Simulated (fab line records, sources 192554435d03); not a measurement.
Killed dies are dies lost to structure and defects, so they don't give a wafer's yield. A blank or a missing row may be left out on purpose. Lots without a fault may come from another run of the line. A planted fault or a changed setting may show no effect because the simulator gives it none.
One fault seen from 2 desks | flow n5_finfet | each desk has only its own numbers; what lay behind them comes last

THE METROLOGY DESK
What the gauges read, lot by lot, whatever tool the lot ran on: means of the sampled wafers that have a number. A lot is out of limits, marked OUT, if its mean lies more than 4 standard deviations from the usual mean; the brackets give that distance.
Columns: A = M15_THK at N5_BEOL_M15_THK_MEAS_50, usual 851 nm; B = MIM_BOT_OVL at N5_MIM_BOT_LITHO_OVL_MEAS_11, usual 1 nm
lot  | first seen here | A   | B
L957 | day 12 20:43    | 843 | -3
L961 | day 13 00:19    | 853 | -0
L959 | day 13 14:19    | 863 | -2
L962 | day 13 14:51    | 846 | 1
L965 | day 14 08:27    | 850 | 2
L966 | day 14 09:05    | 844 | 4
L968 | day 14 10:10    | 846 | 2
L967 | day 14 16:10    | 851 | 1
L969 | day 15 16:24    | 869 | -0
L974 | day 16 21:41    | 844 | -6
L978 | day 17 12:48    | 851 | 6
L979 | day 17 15:43    | 868 | 1
This desk's finding: nothing out of limits on any of the 12 lots.

THE TOOL OWNER'S DESK: rie_metal-01
The tool's own readings at N5_MIM_TOP_ETCH_ETCH_00 (etches TiN in Cl2/BCl3, target depth 38.5 nm): means of the sampled wafers that have a number, for each lot that ran on this tool. A lot is out of limits, marked OUT, if its mean lies more than 4 standard deviations from the usual mean; the brackets give that distance.
Columns: A = bias_w at N5_MIM_TOP_ETCH_ETCH_00, usual 126.1 W; B = chamber_pressure_mTorr at N5_MIM_TOP_ETCH_ETCH_00, usual 9.999 mTorr; C = drypump_motor_current_A at N5_MIM_TOP_ETCH_ETCH_00, usual 5.6 A; D = oes_product_au at N5_MIM_TOP_ETCH_ETCH_00, usual 0.78 a.u.; E = rf_fwd_power_W at N5_MIM_TOP_ETCH_ETCH_00, usual 994 W; F = throttle_valve_pct at N5_MIM_TOP_ETCH_ETCH_00, usual 22.64 %
lot  | first seen here | A               | B      | C   | D    | E   | F
L961 | day 13 05:43    | 126.1           | 9.996  | 5.2 | 0.84 | 998 | 22.68
L966 | day 14 12:36    | 125.8           | 10.000 | 5.4 | 0.83 | 995 | 22.65
L968 | day 14 14:53    | 125.8           | 9.998  | 5.0 | 0.82 | 996 | 22.76
L967 | day 14 20:26    | 136.5 (+32) OUT | 9.996  | 5.5 | 0.85 | 995 | 22.62
L969 | day 15 21:42    | 136.3 (+31) OUT | 9.999  | 5.5 | 0.84 | 999 | 22.62
This desk's finding: out of limits on L967, L969; first on L967, day 14 20:26 (bias_w at N5_MIM_TOP_ETCH_ETCH_00). In limits: L961, L966, L968.

PUT TOGETHER
The tool owner's desk could have raised an alarm at day 14 20:26, on L967, L969.
The metrology desk saw nothing out of limits.
The metrology desk has L967, L969 on record, within its limits.
Of the lots named, all ran N5_MIM_TOP_ETCH_ETCH_00 on rie_metal-01.

WHAT THE SIMULATOR HAD PUT IN
Process parameter drift: rie_metal-01, from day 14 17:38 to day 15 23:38, at N5_MIM_TOP_ETCH_ETCH_00. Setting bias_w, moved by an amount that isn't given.
Lots struck among those shown: L967, L969.
Hours from the fault's start to each desk's first reading out of limits: the tool owner's desk, 3.
